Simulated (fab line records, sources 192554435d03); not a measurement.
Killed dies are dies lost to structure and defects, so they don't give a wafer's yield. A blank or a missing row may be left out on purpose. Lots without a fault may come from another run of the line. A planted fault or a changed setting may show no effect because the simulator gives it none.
Chamber matching | flow n5_finfet | N5_BEOL_M4_ETCH_74 on rie_diel-02: 4 sister chambers
The step etches underlayer in N2/H2, target depth 6.5 nm, time 5.2 s. 8 wafers are shown with their chamber, then 9 later ones without.

WAFERS WITH THEIR CHAMBER
wafer  | chamber | showerhead_plenum_p_Torr (Torr) | drypump_motor_current_A (A)
L077.3 | 1       | 2.53                            | 5.5
L077.5 | 2       | 2.48                            | 5.2
L075.1 | 1       | 2.52                            | 5.4
L082.1 | 0       | 2.70                            | 6.1
L082.4 | 0       | 2.70                            | 6.1
L087.3 | 3       | 2.42                            | 6.3
L087.4 | 2       | 2.47                            | 5.2
L087.5 | 3       | 2.42                            | 6.4

WAFERS WITHOUT THEIR CHAMBER
wafer  | showerhead_plenum_p_Torr (Torr) | drypump_motor_current_A (A)
L092.1 | 2.69                            | 6.1
L092.3 | 2.47                            | 5.2
L092.6 | 2.47                            | 5.2
L095.1 | 2.51                            | 5.5
L095.2 | 2.47                            | 5.2
L095.3 | 2.41                            | 6.4
L095.4 | 2.69                            | 6.1
L095.5 | 2.41                            | 6.4
L095.6 | 2.69                            | 6.1

WHICH CHAMBER EACH WENT THROUGH
wafer  | from the rows above | in truth
L092.1 | 0                   | 0
L092.3 | 2                   | 2
L092.6 | 2                   | 2
L095.1 | 1                   | 1
L095.2 | 2                   | 2
L095.3 | 3                   | 3
L095.4 | 0                   | 0
L095.5 | 3                   | 3
L095.6 | 0                   | 0
Placed correctly: 9 of 9. Can't be placed from these rows: 0. Placed wrongly: 0.
How it was worked out, from the rows above alone: a wafer's distance from a chamber is the root of the sum, over the readings, of the square of ((its reading less the chamber's mean) divided by the reading's scatter). The wafer belongs to the nearest chamber; if the next one is less than 2 further off, it can't be placed. A chamber's mean is the mean of its shown wafers. The scatter: the root of (the sum of the squares of (reading less its chamber's mean) over the shown wafers, divided by (wafers less chambers)).
